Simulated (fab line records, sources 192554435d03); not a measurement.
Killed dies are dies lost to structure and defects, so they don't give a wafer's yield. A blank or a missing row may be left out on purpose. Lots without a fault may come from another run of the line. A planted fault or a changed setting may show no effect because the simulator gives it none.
fab line records | flow n5_finfet
record lots=7 wafers=21
route steps=1938 shown SD_ACTIVATION@331 MOL_CONTACT_COAG@551 BEOL_M0_SAQP@643 BEOL_M0_CUTY@705 BEOL_M1@770
start_h: hours from the record's first day to the start of the lot's first wafer shown | wait_h: hours since the lot's step before | " the same as in the row above | L1.1+2: a row that stands for several wafers | - no value, or no start given | * or withheld: withheld | < > ~ a bound
route shown NAME@n: a module of which the file shows steps, and the number in the route of the first | usual: mean/standard deviation of fault-free wafers | same: alike in all rows | chamber/n: place in a boat | sites: the reading at each site | _std_site: their standard deviation | _edge_site: outer sites' mean less inner sites' | radius_mm: how far each site lies from the wafer's centre | mask NAME#n: copy n | behind: the tool/chamber that last shaped the wafer | hold: why the lot was held/for how many hours/how that ended | device: the transistor (n, p or np) that didn't switch | end of line: the same wafers' tests at the end of the route | a step without rows: its recipe alone | killed: dies lost to structure and defects at the first sort, not the wafer's yield | map: a wafer's dies, x killed, . not, _ none there
set.NAME: the setting as run; set.NAME@STEP: as run at that earlier step | model.NAME: the simulator's own value behind a step, which no gauge read
lots whose settings were changed on purpose; a table a step, a row a wafer
## steps
# step N5_SD_ACTIVATION_LSA_01
# recipe temp_c=1080 time_s=0.0008 ambient=N2
# usual wafer_temp_C_max=1086.0/1.4
# columns lot.wafer tool chamber start_h wait_h set.temp_c wafer_temp_C_max
L074.2 laser_anneal-02 0 60.33 0.3 1048 1054.0
L074.3 " 0 " " 1048 1056.1
L074.4 " 0 " " 1080 1087.7
L080.2 laser_anneal-01 0 93.95 0.2 1080 1086.3
L080.3 " 0 " " 1080 1084.4
L080.6 " 0 " " 1080 1084.0
L082.4 laser_anneal-01 0 109.75 0.2 1080 1083.8
L082.5 " 0 " " 1080 1084.8
L082.6 " 0 " " 1080 1084.0
L086.1 laser_anneal-01 0 129.55 0.2 1080 1084.8
L086.4 " 0 " " 1080 1085.4
L086.5 " 0 " " 1080 1085.5
L089.1 laser_anneal-02 0 146.47 0.2 1090 1097.5
L089.4 " 0 " " 1080 1089.3
L089.6 " 0 " " 1090 1098.1
L091.1 laser_anneal-01 0 159.21 0.2 1080 1083.8
L091.4 " 0 " " 1080 1085.0
L091.6 " 0 " " 1080 1084.2
L093.3 laser_anneal-02 0 175.61 0.2 1093 1100.1
L093.4 " 0 " " 1093 1098.4
L093.6 " 0 " " 1080 1086.5
# step N5_SD_ACTIVATION_RS_MEAS_03
# recipe thk_meas_gauge=four-point-probe
# usual RS_SD_N=22.0/0.3 RS_SD_P=56.1/0.75
# columns lot.wafer tool chamber start_h wait_h set.temp_c@SD_EPI_P_EPI_21 set.temp_c@SD_ACTIVATION_LSA_01 RS_SD_N[ohm/sq] RS_SD_P[ohm/sq]
L074.2 film_metro-02 - 60.52 0.2 550 1048 24.9 56.0
L074.3 " - " " 550 1048 23.5 57.4
L074.4 " - " " 550 1080 20.4 56.2
L080.2 film_metro-02 - 94.14 0.2 550 1080 22.0 57.3
L080.3 " - " " 552.1 1080 23.6 54.0
L080.6 " - " " 552.1 1080 21.9 53.7
L082.4 film_metro-02 - 109.92 0.1 551.1 1080 21.4 54.9
L082.5 " - " " 550 1080 22.8 55.8
L082.6 " - " " 550 1080 22.9 56.4
L086.1 film_metro-02 - 129.76 0.2 550 1080 22.7 55.9
L086.4 " - " " 550 1080 22.0 55.0
L086.5 " - " " 550 1080 22.4 55.8
L089.1 film_metro-02 - 146.67 0.2 550 1090 20.9 55.3
L089.4 " - " " 546 1080 22.3 60.8
L089.6 " - " " 546 1090 21.0 61.0
L091.1 film_metro-01 - 159.41 0.2 550 1080 21.9 56.8
L091.4 " - " " 548 1080 21.6 59.3
L091.6 " - " " 550 1080 21.8 56.1
L093.3 film_metro-02 - 175.79 0.2 553.6 1093 21.0 49.5
L093.4 " - " " 550 1093 20.8 54.7
L093.6 " - " " 553.6 1080 23.7 50.1
# step N5_MOL_CONTACT_COAG_SPUTTER_130
# recipe material=Co target_thk_a=475 temp_c=25 chamber_pressure_pa=0.5 power_w=3000
# columns lot.wafer tool chamber start_h wait_h set.power_w model.Co_of_MOL_CONTACT_COAG_SPUTTER_130.thk_nm
L074.2 pvd_sputter-02 - 99.18 0.0 3000 48.2
L074.3+4 " - " " 2492 40.2
L080.2 pvd_sputter-03 - 130.69 0.0 3504 55.2
L080.3 " - " " 3504 55.8
L080.6 " - " " 3504 55.4
L082.4 pvd_sputter-03 - 143.89 0.0 3000 48
L082.5 " - " " 3000 47.8
L082.6 " - " " 3000 48.2
L086.1 pvd_sputter-02 - 164.70 0.0 3000 48
L086.4 " - " " 3000 47.8
L086.5 " - " " 3000 48.2
L089.1 pvd_sputter-02 - 181.60 0.0 3343 53.4
L089.4+6 " - " " 3000 48.2
L091.1 pvd_sputter-03 - 196.34 0.0 3000 47.6
L091.4 " - " " 3000 46.8
L091.6 " - " " 3000 47.2
L093.3 pvd_sputter-02 - 212.19 0.0 2550 41.8
L093.4 " - " " 3000 48.4
L093.6 " - " " 3000 48.6
# step N5_MOL_CONTACT_COAG_COAT_76
# recipe resist=SiARC temp_c=220 time_s=60 spin_rpm=1500 resist_thk_nm=10
# columns lot.wafer tool chamber start_h wait_h set.spin_rpm model.SiARC_of_MOL_CONTACT_COAG_COAT_76.thk_nm
L074.2 litho_track-01 0 - - 1615 9.6
L074.3+4 " 0 " " 1500 10
L080.2+3+6 litho_track-03 0 - - 1500 10
L082.4+5 litho_track-04 0 - - 1593 9.8
L082.6 " 0 " " 1500 10
L086.1+4+5 litho_track-01 0 - - 1500 10
L089.1+4+6 litho_track-01 0 - - 1391 10.4
L091.1+4+6 litho_track-04 0 - - 1500 10
L093.3+4 litho_track-03 0 - - 1500 10
L093.6 " 0 " " 1575 9.8
# step N5_MOL_CONTACT_COAG_COAT_78
# recipe resist=CAR-EUV spin_rpm=1500 resist_thk_nm=40
# columns lot.wafer tool chamber start_h wait_h set.spin_rpm model.CAR-EUV_of_MOL_CONTACT_COAG_COAT_78.thk_nm
L074.2 litho_track-01 0 - - 1500 40.2
L074.3 " 0 " " 1394 41.6
L074.4 " 0 " " 1500 40
L080.2+3 litho_track-03 0 - - 1500 40
L080.6 " 0 " " 1544 39.6
L082.4+6 litho_track-04 0 - - 1381 41.8
L082.5 " 0 " " 1381 42
L086.1+4+5 litho_track-01 0 - - 1500 40.2
L089.1+4 litho_track-01 0 - - 1500 40.2
L089.6 " 0 " " 1584 39
L091.1 litho_track-04 0 - - 1500 40.2
L091.4+6 " 0 " " 1635 38.4
L093.3 litho_track-03 0 - - 1500 40.2
L093.4 " 0 " " 1456 40.8
L093.6 " 0 " " 1456 41
# step N5_MOL_CONTACT_COAG_EBR_80
# recipe solvent=PGMEA ebr_width_mm=1.5
# step N5_MOL_CONTACT_COAG_SOFTBAKE_79
# recipe temp_c=110 time_s=60 resist=CAR-EUV
# step N5_MOL_CONTACT_COAG_DESCUM_88
# recipe chemistry=O2 time_s=7 source_power_w=50 bias_power_w=20 pressure_mtorr=20 rf_frequency_hz=2.712e+07 temp_c=40 resist=CAR-EUV o2_flow_sccm=225
# columns lot.wafer tool chamber start_h wait_h set.spin_rpm@MOL_CONTACT_COAG_COAT_78 model.CAR-EUV_of_MOL_CONTACT_COAG_COAT_78.thk_nm
L074.2 rie_diel-06 3 103.57 0.6 1500 36.2
L074.3 " 2 " " 1394 37.6
L074.4 " 0 " " 1500 36
L080.2 rie_diel-01 0 134.79 0.1 1500 36
L080.3 " 2 " " 1500 36.2
L080.6 " 2 " " 1544 35.6
L082.4 rie_diel-01 1 148.65 0.0 1381 37.8
L082.5+6 " 1,0 " " 1381 38
L086.1+4+5 rie_diel-06 3,0,2 169.21 0.1 1500 36.2
L089.1+4 rie_diel-03 1,3 185.59 0.0 1500 36.2
L089.6 " 1 " " 1584 35.2
L091.1 rie_diel-06 0 200.47 0.0 1500 36.2
L091.4 " 2 " " 1635 34.6
L091.6 " 1 " " 1635 34.4
L093.3 rie_diel-03 3 217.38 0.8 1500 36.4
L093.4+6 " 1 " " 1456 37
# step N5_MOL_CONTACT_COAG_ETCH_89
# recipe chemistry=N2/H2 target=underlayer target_depth_a=130 mask_material=CAR-EUV time_s=10.4 ion_energy_ev=200 pressure_mtorr=30 source_w=840 bias_w=150 n2_flow_sccm=200 h2_flow_sccm=200 ends=cleared
# columns lot.wafer tool chamber start_h wait_h set.spin_rpm@MOL_CONTACT_COAG_COAT_78 model.CAR-EUV_of_MOL_CONTACT_COAG_COAT_78.thk_nm
L074.2+4 rie_diel-06 3,0 103.61 0.0 1500 24.6
L074.3 " 2 " " 1394 26.2
L080.2+3 rie_diel-01 0,2 134.83 0.0 1500 24.6
L080.6 " 2 " " 1544 24.2
L082.4+5+6 rie_diel-01 1,1,0 148.69 0.0 1381 26.4
L086.1+4 rie_diel-06 3,0 169.25 0.0 1500 24.6
L086.5 " 2 " " 1500 24.8
L089.1+4 rie_diel-03 1,3 185.62 0.0 1500 24.8
L089.6 " 1 " " 1584 23.8
L091.1 rie_diel-06 0 200.51 0.0 1500 24.8
L091.4 " 2 " " 1635 23
L091.6 " 1 " " 1635 22.8
L093.3 rie_diel-03 3 217.41 0.0 1500 24.8
L093.4 " 1 " " 1456 25.6
L093.6 " 1 " " 1456 25.8
# step N5_MOL_CONTACT_COAG_ETCH_90
# recipe chemistry=CF4 target=SiARC target_depth_a=130 mask_material=CAR-EUV time_s=21.7 ion_energy_ev=80 pressure_mtorr=40 source_w=545 bias_w=36 Ar_flow_sccm=100 cf4_flow_sccm=100 ends=cleared
# columns lot.wafer tool chamber start_h wait_h set.spin_rpm@MOL_CONTACT_COAG_COAT_76 model.etch.depth_nm
L074.2 rie_diel-06 3 103.63 0.0 1615 9.618
L074.3 " 2 " " 1500 9.997
L074.4 " 0 " " 1500 9.982
L080.2 rie_diel-01 0 134.85 0.0 1500 9.979
L080.3 " 2 " " 1500 10
L080.6 " 2 " " 1500 10.02
L082.4 rie_diel-01 1 148.71 0.0 1593 9.759
L082.5 " 1 " " 1593 9.734
L082.6 " 0 " " 1500 10.06
L086.1 rie_diel-06 3 169.27 0.0 1500 10.04
L086.4+5 " 0,2 " " 1500 10.02
L089.1 rie_diel-03 1 185.64 0.0 1391 10.41
L089.4+6 " 3,1 " " 1391 10.4
L091.1 rie_diel-06 0 200.53 0.0 1500 10.05
L091.4 " 2 " " 1500 10.07
L091.6 " 1 " " 1500 10.08
L093.3 rie_diel-03 3 217.43 0.0 1500 10.01
L093.4 " 1 " " 1500 9.991
L093.6 " 1 " " 1575 9.782
# step N5_BEOL_M0_SAQP_COAT_08
# recipe resist=CAR-ArF spin_rpm=1500 resist_thk_nm=90
# columns lot.wafer tool chamber start_h wait_h set.spin_rpm model.CAR-ArF_of_BEOL_M0_SAQP_COAT_08.thk_nm
L074.2+4 litho_track-04 0 - - 1500 90.4
L074.3 " 0 " " 1500 90.2
L080.2+6 litho_track-05 0 - - 1500 90.2
L080.3 " 0 " " 1500 90.6
L082.4+5 litho_track-02 0 - - 1500 89.8
L082.6 " 0 " " 1573 87.8
L086.1 litho_track-04 0 - - 1500 89.8
L086.4+5 " 0 " " 1500 90
L089.1+6 litho_track-02 0 - - 1500 90.2
L089.4 " 0 " " 1398 93.8
L091.1 litho_track-05 0 - - 1500 90
L091.4 " 0 " " 1661 85.6
L091.6 " 0 " " 1500 89.8
L093.3+6 litho_track-02 0 - - 1500 90.2
L093.4 " 0 " " 1500 90.4
# step N5_BEOL_M0_SAQP_EBR_10
# recipe solvent=PGMEA ebr_width_mm=1.5
# step N5_BEOL_M0_SAQP_SOFTBAKE_09
# recipe temp_c=110 time_s=60 resist=CAR-ArF
# step N5_BEOL_M0_SAQP_EXPOSE_11
# recipe mask_id=M0_CORE na=1.35 source_shape=dipole sigma_inner=0.538 sigma_outer=0.738 polarization=te target_cd_nm=42 dose_mj=55
# step N5_BEOL_M0_SAQP_PEB_12
# recipe peb_temp_c=withheld peb_time_s=60 resist=CAR-ArF
# step N5_BEOL_M0_SAQP_DEVELOP_13
# recipe develop_time_s=30 developer=TMAH resist=CAR-ArF dev_temp_c=23 rinse_liquid=diw dry=air_spin
# columns lot.wafer tool chamber start_h wait_h set.spin_rpm@BEOL_M0_SAQP_COAT_08 model.CAR-ArF_of_BEOL_M0_SAQP_COAT_08.thk_nm
L074.2+4 litho_track-04 0 - - 1500 88.8
L074.3 " 0 " " 1500 88.4
L080.2 litho_track-02 0 - - 1500 88.6
L080.3 " 0 " " 1500 88.8
L080.6 " 0 " " 1500 88.4
L082.4+5 litho_track-04 0 - - 1500 88.2
L082.6 " 0 " " 1573 86.2
L086.1 litho_track-04 0 - - 1500 88.2
L086.4+5 " 0 " " 1500 88.4
L089.1 litho_track-04 0 - - 1500 88.4
L089.4 " 0 " " 1398 92
L089.6 " 0 " " 1500 88.6
L091.1 litho_track-02 0 - - 1500 88.2
L091.4 " 0 " " 1661 84
L091.6 " 0 " " 1500 88
L093.3+6 litho_track-05 0 - - 1500 88.4
L093.4 " 0 " " 1500 88.6
# step N5_BEOL_M0_SAQP_DESCUM_19
# recipe chemistry=O2 time_s=7.9 source_power_w=50 bias_power_w=20 pressure_mtorr=20 rf_frequency_hz=2.712e+07 temp_c=40 resist=CAR-ArF o2_flow_sccm=225
# step N5_BEOL_M0_SAQP_ETCH_83
# recipe chemistry=CF4 target=SiARC target_depth_a=390 mask_material=CAR-ArF time_s=65 ion_energy_ev=80 pressure_mtorr=40 source_w=545 bias_w=36 Ar_flow_sccm=100 cf4_flow_sccm=100 ends=cleared
# columns lot.wafer tool chamber start_h wait_h set.spin_rpm@BEOL_M0_SAQP_COAT_08 model.CAR-ArF_of_BEOL_M0_SAQP_COAT_08.thk_nm
L074.2+4 rie_diel-04 0,1 111.72 0.0 1500 56
L074.3 " 2 " " 1500 55.6
L080.2 rie_diel-05 0 142.99 0.0 1500 55.8
L080.3 " 2 " " 1500 56
L080.6 " 2 " " 1500 55.6
L082.4+5 rie_diel-04 1,3 157.16 0.0 1500 55.4
L082.6 " 0 " " 1573 53.2
L086.1 rie_diel-02 2 177.90 0.0 1500 55.2
L086.4+5 " 0,3 " " 1500 55.4
L089.1 rie_diel-04 3 194.16 0.0 1500 55.6
L089.4 " 1 " " 1398 59.4
L089.6 " 1 " " 1500 55.8
L091.1 rie_diel-04 0 208.00 0.0 1500 55.4
L091.4 " 3 " " 1661 51
L091.6 " 0 " " 1500 55.2
L093.3+6 rie_diel-02 0,3 225.12 0.0 1500 55.6
L093.4 " 3 " " 1500 55.8
# step N5_BEOL_M0_CUTY_EXPOSE_54
# recipe mask_id=M0_ABLK na=1.35 source_shape=conventional sigma_outer=0.8 polarization=unpolarized dose_mj=36
# columns lot.wafer tool chamber start_h wait_h mask set.dose_mj
L074.2+3 arfi_scanner-02 0 116.87 - M0_ABLK#0 36
L074.4 " 0 " " M0_ABLK#0 38.27
L080.2 arfi_scanner-02 0 149.08 - M0_ABLK#0 34.27
L080.3+6 " 0 " " M0_ABLK#0 36
L082.4+6 arfi_scanner-03 0 162.76 - M0_ABLK#0 36
L082.5 " 0 " " M0_ABLK#0 34.5
L086.1+4+5 arfi_scanner-02 0 184.65 - M0_ABLK#0 36
L089.1 arfi_scanner-01 0 199.44 - M0_ABLK#0 34.4
L089.4+6 " 0 " " M0_ABLK#0 36
L091.1+4 arfi_scanner-01 0 213.43 - M0_ABLK#0 36
L091.6 " 0 " " M0_ABLK#0 37.65
L093.3+4+6 arfi_scanner-01 0 230.09 - M0_ABLK#0 36
# step N5_BEOL_M0_CUTY_PEB_55
# recipe peb_temp_c=110 peb_time_s=60 resist=CAR-ArF-block
# step N5_BEOL_M0_CUTY_DEVELOP_56
# recipe develop_time_s=30 developer=TMAH resist=CAR-ArF-block rinse_liquid=diw dry=air_spin dev_temp_c=23
# step N5_BEOL_M0_CUTY_CD_MEAS_57
# recipe target_cd_nm=200 landing_energy_ev=500 detector=se_inlens polarity=line
# usual cd_nm=200.3/0.78
# columns lot.wafer tool chamber start_h wait_h set.dose_mj@BEOL_M0_CUTY_EXPOSE_54 cd_nm
L074.2 cd_sem-03 0 116.99 - 36 198.8
L074.3 " 0 " " 36 198.8
L074.4 " 0 " " 38.27 195.8
L080.2 cd_sem-03 0 149.20 - 34.27 202.5
L080.3 " 0 " " 36 200.0
L080.6 " 0 " " 36 200.8
L082.4 cd_sem-01 0 162.87 - 36 200.8
L082.5 " 0 " " 34.5 203.4
L082.6 " 0 " " 36 200.8
L086.1 cd_sem-03 0 184.78 - 36 200.4
L086.4 " 0 " " 36 200.5
L086.5 " 0 " " 36 200.9
L089.1 cd_sem-01 0 199.56 - 34.4 203.7
L089.4 " 0 " " 36 199.7
L089.6 " 0 " " 36 199.7
L091.1 cd_sem-02 0 213.55 - 36 200.5
L091.4 " 0 " " 36 200.8
L091.6 " 0 " " 37.65 197.2
L093.3 cd_sem-01 0 230.21 - 36 200.1
L093.4 " 0 " " 36 201.3
L093.6 " 0 " " 36 201.7
# step N5_BEOL_M0_CUTY_DESCUM_61
# recipe chemistry=O2 time_s=7.9 source_power_w=50 bias_power_w=20 pressure_mtorr=20 rf_frequency_hz=2.712e+07 temp_c=40 resist=CAR-ArF-block o2_flow_sccm=225
# step N5_BEOL_M0_CUTY_ETCH_62
# recipe chemistry=CF4 target=SiARC mask_material=CAR-ArF-block time_s=58.5 ion_energy_ev=80 pressure_mtorr=40 source_w=545 bias_w=36 Ar_flow_sccm=100 cf4_flow_sccm=100 ends=cleared
# columns lot.wafer tool chamber start_h wait_h set.dose_mj@BEOL_M0_CUTY_EXPOSE_54 model.BEOL_M0_CUTY.cd_offset_nm
L074.2 rie_diel-03 3 117.11 0.0 36 -1.4
L074.3 " 0 " " 36 -1.2
L074.4 " 1 " " 38.27 -4.4
L080.2 rie_diel-06 1 149.42 0.0 34.27 3
L080.3 " 3 " " 36 -0.2
L080.6 " 1 " " 36 0.8
L082.4+6 rie_diel-06 2,0 162.99 0.0 36 1
L082.5 " 3 " " 34.5 3.2
L086.1 rie_diel-03 2 184.90 0.0 36 0.2
L086.4+5 " 1,3 " " 36 0.6
L089.1 rie_diel-03 1 199.69 0.0 34.4 3.2
L089.4+6 " 2,1 " " 36 -0.8
L091.1 rie_diel-06 2 213.67 0.0 36 0.6
L091.4 " 0 " " 36 1
L091.6 " 1 " " 37.65 -2.6
L093.3 rie_diel-01 2 230.33 0.0 36 0
L093.4+6 " 0,2 " " 36 1.2
# step N5_BEOL_M0_CUTY_ETCH_63
# recipe chemistry=N2/H2 target=SOC target_depth_a=827 overetch_a=165 mask_material=SiARC temp_c=40 ion_energy_ev=200 time_s=124 pressure_mtorr=30 source_w=840 bias_w=150 n2_flow_sccm=200 h2_flow_sccm=200
# columns lot.wafer tool chamber start_h wait_h set.dose_mj@BEOL_M0_CUTY_EXPOSE_54 model.BEOL_M0_CUTY.cd_offset_nm
L074.2+3 rie_diel-03 3,0 117.16 0.0 36 -1.2
L074.4 " 1 " " 38.27 -4.6
L080.2 rie_diel-06 1 149.47 0.0 34.27 3.2
L080.3 " 3 " " 36 -0.2
L080.6 " 1 " " 36 1
L082.4 rie_diel-06 2 163.04 0.0 36 1.2
L082.5 " 3 " " 34.5 3.2
L082.6 " 0 " " 36 0.8
L086.1 rie_diel-03 2 184.95 0.0 36 0
L086.4 " 1 " " 36 0.4
L086.5 " 3 " " 36 0.8
L089.1 rie_diel-03 1 199.73 0.0 34.4 3.2
L089.4 " 2 " " 36 -0.8
L089.6 " 1 " " 36 -1
L091.1 rie_diel-06 2 213.72 0.0 36 0.6
L091.4 " 0 " " 36 1
L091.6 " 1 " " 37.65 -2.8
L093.3 rie_diel-01 2 230.38 0.0 36 0
L093.4+6 " 0,2 " " 36 1.2
# step N5_BEOL_M1_ETCH_64
# recipe chemistry=N2/H2 target=SOC target_depth_a=750 overetch_a=150 mask_material=SiARC temp_c=40 time_s=112.5 ion_energy_ev=200 pressure_mtorr=30 source_w=840 bias_w=150 n2_flow_sccm=200 h2_flow_sccm=200
# usual rf_vpp_V=524.9/2.2
# columns lot.wafer tool chamber start_h wait_h set.source_w rf_vpp_V
L074.2 rie_diel-05 2 131.68 0.0 840 520.3
L074.3 " 3 " " 840 521.5
L074.4 " 1 " " 840 524.5
L080.2 rie_diel-02 0 156.27 0.0 950.6 502.9
L080.3 " 3 " " 840 528.7
L080.6 " 1 " " 950.6 504.0
L082.4 rie_diel-05 2 171.03 0.0 840 522.8
L082.5 " 3 " " 840 520.4
L082.6 " 2 " " 840 521.1
L086.1 rie_diel-04 0 192.00 0.0 840 527.4
L086.4 " 2 " " 840 525.9
L086.5 " 1 " " 840 527.6
L089.1 rie_diel-04 1 207.56 0.0 840 526.6
L089.4 " 0 " " 840 525.8
L089.6 " 2 " " 840 526.6
L091.1 rie_diel-05 1 220.79 0.0 784.1 536.5
L091.4 " 3 " " 784.1 532.7
L091.6 " 1 " " 784.1 536.4
L093.3 rie_diel-05 3 238.38 0.0 840 522.0
L093.4 " 2 " " 762.2 538.1
L093.6 " 1 " " 840 523.0
## key
split step=N5_SD_ACTIVATION_LSA_01 setting=temp_c stated=1080 by=wafer
response step=N5_SD_ACTIVATION_LSA_01 reading=wafer_temp_C_max change=* per=1% r=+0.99
response step=N5_SD_ACTIVATION_RS_MEAS_03 reading=RS_SD_N change=-1.45 per=1% r=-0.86
split step=N5_MOL_CONTACT_COAG_SPUTTER_130 setting=power_w stated=3000 by=wafer
response step=N5_MOL_CONTACT_COAG_SPUTTER_130 reading=model.Co_of_MOL_CONTACT_COAG_SPUTTER_130.thk_nm change=+0.46 per=1% r=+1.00
split step=N5_MOL_CONTACT_COAG_COAT_76 setting=spin_rpm stated=1500 by=wafer
response step=N5_MOL_CONTACT_COAG_COAT_76 reading=model.SiARC_of_MOL_CONTACT_COAG_COAT_76.thk_nm change=-0.0434 per=1% r=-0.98
response step=N5_MOL_CONTACT_COAG_ETCH_90 reading=model.etch.depth_nm change=-0.0481 per=1% r=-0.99
split step=N5_MOL_CONTACT_COAG_COAT_78 setting=spin_rpm stated=1500 by=wafer
response step=N5_MOL_CONTACT_COAG_COAT_78 reading=model.CAR-EUV_of_MOL_CONTACT_COAG_COAT_78.thk_nm change=-0.205 per=1% r=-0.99
response step=N5_MOL_CONTACT_COAG_DESCUM_88 reading=model.CAR-EUV_of_MOL_CONTACT_COAG_COAT_78.thk_nm change=-0.193 per=1% r=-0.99
response step=N5_MOL_CONTACT_COAG_ETCH_89 reading=model.CAR-EUV_of_MOL_CONTACT_COAG_COAT_78.thk_nm change=-0.211 per=1% r=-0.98
split step=N5_BEOL_M0_SAQP_COAT_08 setting=spin_rpm stated=1500 by=wafer
response step=N5_BEOL_M0_SAQP_COAT_08 reading=model.CAR-ArF_of_BEOL_M0_SAQP_COAT_08.thk_nm change=-0.434 per=1% r=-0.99
response step=N5_BEOL_M0_SAQP_DEVELOP_13 reading=model.CAR-ArF_of_BEOL_M0_SAQP_COAT_08.thk_nm change=-0.419 per=1% r=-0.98
response step=N5_BEOL_M0_SAQP_ETCH_83 reading=model.CAR-ArF_of_BEOL_M0_SAQP_COAT_08.thk_nm change=-0.443 per=1% r=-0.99
split step=N5_BEOL_M0_CUTY_EXPOSE_54 setting=dose_mj stated=36 by=wafer
response step=N5_BEOL_M0_CUTY_CD_MEAS_57 reading=cd_nm change=-0.615 per=1% r=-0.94
response step=N5_BEOL_M0_CUTY_ETCH_62 reading=model.BEOL_M0_CUTY.cd_offset_nm change=-0.62 per=1% r=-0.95
response step=N5_BEOL_M0_CUTY_ETCH_63 reading=model.BEOL_M0_CUTY.cd_offset_nm change=-0.651 per=1% r=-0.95
split step=N5_BEOL_M1_ETCH_64 setting=source_w stated=840 by=wafer
response step=N5_BEOL_M1_ETCH_64 reading=rf_vpp_V change=-1.84 per=1% r=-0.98
split outside_this_file step=N5_SD_EPI_P_EPI_21 setting=temp_c
# split outside_this_file: this setting was split too, and the file shows its column; the key of that split is in another file
